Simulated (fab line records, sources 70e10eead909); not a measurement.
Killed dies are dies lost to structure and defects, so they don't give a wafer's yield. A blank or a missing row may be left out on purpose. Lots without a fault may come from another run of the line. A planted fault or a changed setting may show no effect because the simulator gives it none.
Problem report in the 8D (eight disciplines) form, filled by code | flow nand_harc | the parts of the form that need people (team, actions taken, sign-off) are left out

1. THE PROBLEM
killed_at_array at NHARC_END_SORT_01 reads a mean of 665 on 3 wafers of 2 lots; wafers without a fault read 29 with a standard deviation of 11. That is +58 standard deviations from the usual mean.
First seen on wafer L650.3, day 20 14:42, on prober-02. The record holds 34 wafers of 12 lots with a number at this step. Rule for "out", or "out of limits": more than 4 standard deviations from the usual mean. The other wafers with a number count as sound.

2. WHAT IT IS AND WHAT IT IS NOT
question                    | is                           | is not
which readings at this step | killed_at_array, killed_dies | killed_at_other, killed_at_periphery, killed_open, killed_short
which lots                  | L650, L656                   | L647, L648, L649, L659, L660, L663, L664, L665, L668, L670
which wafers of those lots  | L650.3, L650.6, L656.6       | L656.4
read on which gauges        | prober-02                    | prober-01
when                        | from day 20 14:42            | up to then (9 sound wafers); but 22 sound wafers of L656, L659, L660, L663, L664, L665, L668, L670 came after

3. SUSPECTS, AND WHAT RULES EACH OUT
Counting: a tool at a process step up to the reading stays a suspect if it ran every lot that is out. Sound lots after the first of them don't rule it out here, since some wafers of a struck lot are sound.
- the gauge at NHARC_END_SORT_01: ruled out. All the wafers that are out were read on prober-02, but those of them that NHARC_A_STAIRCASE_ETCH_17 has rows for are out there too, on other tools.
- rie_diel-11 at NHARC_A_STAIRCASE_DESCUM_11 (chemistry O2, time 3 s): kept. It ran every lot that is out, first L650 (day 11 21:36); its last sound lot up to then is L648 (day 11 05:58).
- rie_diel-11 at NHARC_A_STAIRCASE_TRIM_14 (chemistry O2, time 211.2 s): kept. It ran every lot that is out, first L650 (day 11 22:33); its last sound lot up to then is L648 (day 11 08:47). NHARC_A_STAIRCASE_TRIM_14 gives no start for some lots, so the hours and the order of its lots are those of NHARC_A_STAIRCASE_ETCH_17.
- rie_diel-11 at NHARC_A_STAIRCASE_ETCH_17 (etches the open film in C4F8/O2, target depth 100 nm, time 40.5 s): kept. It ran every lot that is out, first L650 (day 11 22:33); its last sound lot up to then is L648 (day 11 08:47). Its own readings are out on those wafers: oes_product_au.
- rie_diel-11 at NHARC_A_STAIRCASE_TRIM_26 (chemistry O2, time 211.2 s): kept. It ran every lot that is out, first L650 (day 20 14:42); its last sound lot up to then is L648 (day 20 05:19). NHARC_A_STAIRCASE_TRIM_26 gives no start for some lots, so the hours and the order of its lots are those of NHARC_END_SORT_01.
- Within rie_diel-11 at NHARC_A_STAIRCASE_DESCUM_11: the wafers that are out ran in chambers 1, 3; their sound lot-mates ran in chamber 2.
- Within rie_diel-11 at NHARC_A_STAIRCASE_TRIM_14: the wafers that are out ran in chambers 0, 1; their sound lot-mates ran in chamber 3.
- Within rie_diel-11 at NHARC_A_STAIRCASE_ETCH_17: the wafers that are out ran in chambers 2, 3; their sound lot-mates ran in chamber 1.
- Within rie_diel-11 at NHARC_A_STAIRCASE_TRIM_26: the wafers that are out ran in chambers 0, 1; their sound lot-mates ran in chamber 2.
Left after counting: rie_diel-11 at NHARC_A_STAIRCASE_DESCUM_11, rie_diel-11 at NHARC_A_STAIRCASE_TRIM_14, rie_diel-11 at NHARC_A_STAIRCASE_ETCH_17, rie_diel-11 at NHARC_A_STAIRCASE_TRIM_26.

4. THE CAUSE (what the simulator had put in)
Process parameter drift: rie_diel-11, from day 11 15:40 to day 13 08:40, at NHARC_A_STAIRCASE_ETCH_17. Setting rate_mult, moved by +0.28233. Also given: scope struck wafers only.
Counting left 4 suspects, and this tool is among them.

5. THE CHAIN OF EFFECTS, in route order
Each row: a reading whose mean over the struck wafers that have a number lies more than 3 standard deviations from the usual. Only readings for which the record gives a usual standard deviation are gone through. hours: the time from each lot's start at the first step in this table that gives one to its start at this step, as a median over the lots. sigmas: the change in usual standard deviations.
hours | step                      | reading         | usual      | on struck wafers | change | sigmas
0     | NHARC_A_STAIRCASE_ETCH_17 | oes_product_au  | 0.940 a.u. | 1.087            | +0.147 | +11
209   | NHARC_END_SORT_01         | killed_at_array | 29         | 665              | +636   | +58
209   | NHARC_END_SORT_01         | killed_dies     | 33         | 668              | +635   | +58
The process steps in it:
- NHARC_A_STAIRCASE_ETCH_17: etches the open film in C4F8/O2, target depth 100 nm, time 40.5 s.

6. WHAT WOULD HAVE CAUGHT IT SOONER
In this record the first reading out of limits at a measuring or inspecting step was taken at day 20 14:42, 215 hours after the fault began at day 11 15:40.
The tool's own readings at NHARC_A_STAIRCASE_ETCH_17 were out on every struck wafer that the step has a row for (oes_product_au): an alarm limit on them would have fired on the first of those.
All the lots that are out (2) had begun NHARC_A_STAIRCASE_ETCH_17 on rie_diel-11 by day 20 14:42. A hold on the tool at that time would have spared none of them.
